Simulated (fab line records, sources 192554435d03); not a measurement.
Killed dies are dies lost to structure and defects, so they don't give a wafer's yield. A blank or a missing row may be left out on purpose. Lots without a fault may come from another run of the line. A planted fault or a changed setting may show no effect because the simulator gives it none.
Chamber matching | flow n5_finfet | N5_BEOL_M0_SAQP_SPACER2_ETCHBACK_27 on rie_diel-02: 4 sister chambers
The step etches SiO2 in CHF3/O2, target depth 22.5 nm, time 11.25 s. 14 wafers are shown with their chamber, then 6 later ones without.

WAFERS WITH THEIR CHAMBER
wafer  | chamber | drypump_motor_current_A (A) | showerhead_plenum_p_Torr (Torr) | rf_vpp_V (V)
L793.2 | 2       | 6.4                         | 2.37                            | 520
L793.5 | 2       | 6.4                         | 2.37                            | 521
L793.6 | 3       | 6.2                         | 2.31                            | 532
L799.1 | 1       | 5.2                         | 2.32                            | 509
L799.2 | 0       | 5.6                         | 2.37                            | 514
L799.5 | 3       | 6.2                         | 2.31                            | 530
L800.3 | 0       | 5.5                         | 2.37                            | 513
L800.5 | 1       | 5.2                         | 2.32                            | 507
L800.6 | 3       | 6.2                         | 2.31                            | 529
L802.3 | 3       | 6.2                         | 2.30                            | 529
L802.4 | 2       | 6.4                         | 2.37                            | 520
L802.5 | 3       | 6.2                         | 2.30                            | 529
L804.1 | 1       | 5.2                         | 2.31                            | 509
L804.2 | 3       | 6.2                         | 2.30                            | 530

SIGNATURES (means of the wafers above)
reading                  | chamber 0 | chamber 1 | chamber 2 | chamber 3 | scatter within a chamber
drypump_motor_current_A  | 5.550     | 5.200     | 6.400     | 6.200     | 0.0224
showerhead_plenum_p_Torr | 2.3700    | 2.3167    | 2.3700    | 2.3050    | 0.00465
rf_vpp_V                 | 513.50    | 508.33    | 520.33    | 529.83    | 1.03
Rule: a wafer's distance from a chamber is the root of the sum, over the readings, of the square of ((its reading less the chamber's mean) divided by the reading's scatter). The wafer belongs to the nearest chamber; if the next one is less than 2 further off, it can't be placed. The scatter: the root of (the sum of the squares of (reading less its chamber's mean) over the shown wafers, divided by (wafers less chambers)).

WAFERS WITHOUT THEIR CHAMBER
wafer  | drypump_motor_current_A (A) | showerhead_plenum_p_Torr (Torr) | rf_vpp_V (V)
L804.3 | 6.4                         | 2.36                            | 520
L811.2 | 5.6                         | 2.37                            | 512
L811.3 | 5.2                         | 2.31                            | 509
L811.6 | 6.4                         | 2.36                            | 520
L814.2 | 6.2                         | 2.30                            | 529
L814.3 | 6.4                         | 2.36                            | 521

WHICH CHAMBER EACH WENT THROUGH
wafer  | from the rows above | in truth
L804.3 | 2                   | 2
L811.2 | 0                   | 0
L811.3 | 1                   | 1
L811.6 | 2                   | 2
L814.2 | 3                   | 3
L814.3 | 2                   | 2
Placed correctly: 6 of 6. Can't be placed from these rows: 0. Placed wrongly: 0.
